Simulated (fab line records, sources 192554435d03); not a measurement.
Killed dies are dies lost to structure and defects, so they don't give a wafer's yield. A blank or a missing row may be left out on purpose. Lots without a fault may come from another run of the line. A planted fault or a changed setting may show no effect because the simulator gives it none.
A struck lot beside a sound one | flow n5_finfet | 15 steps out of a route of 1938
Sound: wafers L695.2, L695.3, L695.5. Struck: wafers L706.1, L706.2, L706.6. The cause comes at the end.
At each step with rows: each side's tool, then ch and its chambers, then its first start. Under that, the readings that differ: sound wafers | struck wafers | difference of the means | sigmas: that difference in standard deviations of wafers without a fault.
alike: readings whose means differ by less than 2 such deviations, and words and numbers that are the same on both sides. not compared: withheld readings, readings that some wafer has no value for, bounds like >300 that may hide the same value, and numbers for which the record gives no deviation and whose values overlap.
The two part at a step that has a row with sigmas, a row that says differs or no value, or rows on one side only. Numbers that don't overlap but have no deviation are shown without sigmas and don't part them. A reading that every wafer of one side lacks parts them only if that side has two wafers or more.

N5_BEOL_M15_STRIP_36: strips in O2.
  sound on rie_diel-02 ch 0,1, day 13 06:56; struck on rie_diel-06 ch 2,3, day 15 23:44
  alike: drypump_motor_current_A, oes_product_au, rf_vpp_V, showerhead_plenum_p_Torr, throttle_valve_pct
  not compared: rf_hours_counter_h
then, 1 step without rows for these wafers: N5_BEOL_M15_STRIP_62 (strips in O2).
N5_BEOL_M15_STRIP_37: strips in O2.
  sound on rie_diel-02 ch 0,1; struck on rie_diel-06 ch 2,3
  alike: drypump_motor_current_A, oes_product_au, rf_vpp_V, showerhead_plenum_p_Torr, throttle_valve_pct
  not compared: rf_hours_counter_h
then, 3 steps without rows for these wafers: N5_BEOL_M15_ETCH_38 (etches SiCN in CF4/N2, target depth 106.4 nm, time 120.5 s); N5_BEOL_M15_PRECLEAN_39 (cleans in residue remover, time 60 s); N5_BEOL_M15_SRD_40 (time 30 s, dry time 30 s).
N5_BEOL_M15_DEGAS_41: time 60 s.
  sound on pvd_sputter-01, day 13 07:28; struck on pvd_sputter-01, day 16 00:23
  alike: heater_power_w
then, 3 steps without rows for these wafers: N5_BEOL_M15_PRE_CLEAN_42 (time 30 s); N5_BEOL_M15_SPUTTER_43 (material TaN, target thk 15 nm, time 24.19 s); N5_BEOL_M15_SPUTTER_44 (material Ta, target thk 15 nm, time 24.19 s).
N5_BEOL_M15_SPUTTER_45: material Cu, target thk 100 nm, time 16.67 s.
  sound on pvd_sputter-01, day 13 07:43; struck on pvd_sputter-01, day 16 00:40
  alike: bias_v, throttle_valve_pct
then, 1 step without rows for these wafers: N5_BEOL_M15_ECD_47 (material Cu, target thk 1860 nm).
N5_BEOL_M15_ANNEAL_48: time 90 s.
  sound on rtp_anneal-01 ch 0, day 13 08:08; struck on rtp_anneal-02 ch 0, day 16 01:27
  reading          | sound                | struck               | difference | sigmas
  wafer_temp_C_max | 225.37 224.92 225.51 | 209.13 208.77 208.76 | -16.38     | -78
N5_BEOL_M15_CMP_49: polishes, stops on SiO2, t overpolish 4.9 s, target thk 850 nm.
  sound on cmp-01 ch 0,2, day 13 08:25; struck on cmp-02 ch 0,1,2, day 16 01:50
  reading                      | sound             | struck            | difference | sigmas
  barrier_field_endpoint_s (s) | 11.84 11.64 11.81 | 10.97 10.92 10.99 | -0.80      | -3
  alike: motor_current_A, overpolish_run_s, slurry_filter_dp_kPa, slurry_flow_ml_min
then, 1 step without rows for these wafers: N5_PASSIVATION_PROBE_49.

WHERE THEY PART
First at N5_BEOL_M15_ANNEAL_48; last, within this record, at N5_BEOL_M15_CMP_49.

WHY: what the simulator had put in
Process parameter drift: rtp_anneal-02, from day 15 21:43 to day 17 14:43, at N5_BEOL_M15_ANNEAL_48. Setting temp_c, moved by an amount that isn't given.
